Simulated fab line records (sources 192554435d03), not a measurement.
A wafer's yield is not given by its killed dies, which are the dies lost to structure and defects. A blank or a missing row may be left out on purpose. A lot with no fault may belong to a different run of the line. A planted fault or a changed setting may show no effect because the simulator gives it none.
8D (eight disciplines) problem report, filled in by code ; flow n5-finfet ; the parts of the form that need people (team, actions taken, sign-off) are left out

## 1. THE PROBLEM
Wafers without a fault read 75, standard deviation 27; raw-defect-count at N5_BEOL_M4_INSPECT_59 reads a mean of 840 on 6 wafers belonging to 2 lots. That puts it +28 standard deviations away from the usual mean.
The step: inspects for defects (darkfield).
The first sign was on wafer L887.3 at day 13 04:01, on defect-inspect-01. Wafers with a number at this step in the record: 27, from 9 lots. By rule, "out" or "out of limits" means more than 4 standard deviations away from the usual mean. The other wafers with a number count as sound.

## 2. WHAT IT IS, AND WHAT IT ISN'T
question;is;is not
which readings at this step;raw-defect-count;-
which lots;L887, L892;L880, L881, L890, L894, L896, L898, L899
which wafers of those lots;all that have a number;-
read on which gauges;defect-inspect-01;defect-inspect-02
when;from day 13 04:01;"up to then (6 sound wafers); but 15 sound wafers of L890, L894, L896, L898, L899 came after"

## 3. THE SUSPECTS, EACH WITH WHAT RULES IT OUT
Counting: a tool stays on the suspect list if, at a process step up to the reading, it processed all lots that are out and no sound lot following the first of them.
- the gauge at N5_BEOL_M4_INSPECT_59: ruled out. All the wafers that are out were read on defect-inspect-01, but those of them that N5_PASSIVATION_PROBE_49 has rows for are out there too, on other tools.
- rtp-anneal-02 at N5_BEOL_M4_ANNEAL_51 (time 90 s): ruled out as a lasting fault. Following L887 (day 13 03:13), the first lot on it that is out, the sound lots L894, L896, L898 were run on it.
- cmp-01 at N5_BEOL_M4_CMP_52 (polishes, stops on SiOC, t overpolish 6.8 s, target thk 40 nm): ruled out as a lasting fault. Following L887 (day 13 03:26), the first lot on it that is out, the sound lots L898 were run on it.
- cvd-co-02 at N5_BEOL_M4_PRE_CLEAN_60 (time 15 s): kept. Every lot that is out went through it, starting with L887 (day 13 03:46), and after that it ran no sound lot; the last sound lot it ran before then is L881 (day 11 01:23).
After counting, what remains is cvd-co-02 at N5_BEOL_M4_PRE_CLEAN_60.

## 4. THE CAUSE (what the simulator had put in)
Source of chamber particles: cvd-co-02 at N5_BEOL_M4_PRE_CLEAN_60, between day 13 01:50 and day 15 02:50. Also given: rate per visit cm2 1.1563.
This tool alone remained once counting was done.

## 5. THE CHAIN OF EFFECTS, in route order
Each row: a reading whose mean over the struck wafers that have a number lies more than 3 standard deviations from the usual. Readings are gone through only where the record gives a usual standard deviation; hours: the median, over the lots, of the time from a lot's start at the first step in this table giving one to that lot's start at this step; sigmas: the change measured in usual standard deviations.
hours;step;reading;usual;on struck wafers;change;sigmas
0;N5_BEOL_M4_INSPECT_59;raw-defect-count;75;840;+765;+28
3;N5_BEOL_M5_INSPECT_13;raw-defect-count;415;1109;+694;+6.9
111;N5_PASSIVATION_PROBE_49;defect-limited-yield;91.3 %;82.2;-9.1;-6.5
111;N5_PASSIVATION_PROBE_49;killed_at_M4_up;14;119;+105;+19
111;N5_PASSIVATION_PROBE_49;killed-dies;103;210;+106;+6.3
111;N5_PASSIVATION_PROBE_49;sort_bin_5_function;5.1 %;10.9;+5.8;+6.0
111;N5_PASSIVATION_PROBE_49;sort-n-pass;1077;970;-106;-6.3
111;N5_PASSIVATION_PROBE_49;sort-yield-pct;91.2 %;82.2;-9.0;-6.4
The process steps in it:
- N5_PASSIVATION_PROBE_49
At these later measuring or inspecting steps, every struck wafer for which the step has a row has a number for every such reading, and none has moved that far: N5_BEOL_M4_RC_MEAS_101.

## 6. HOW IT WOULD HAVE BEEN CAUGHT EARLIER
Counted from the fault's start at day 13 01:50, it took 2 hours until the first out-of-limits reading at a measuring or inspecting step in this record, taken at day 13 04:01.
An alarm limit of 4 standard deviations would not have fired on the tool readings at N5_BEOL_M4_PRE_CLEAN_60 for which the record gives a usual standard deviation, since none of them was out on any struck wafer.
Of the lots that are out (2), L892 began N5_BEOL_M4_PRE_CLEAN_60 on cvd-co-02 after day 13 04:01. A tool hold placed at that time would have kept it from harm.
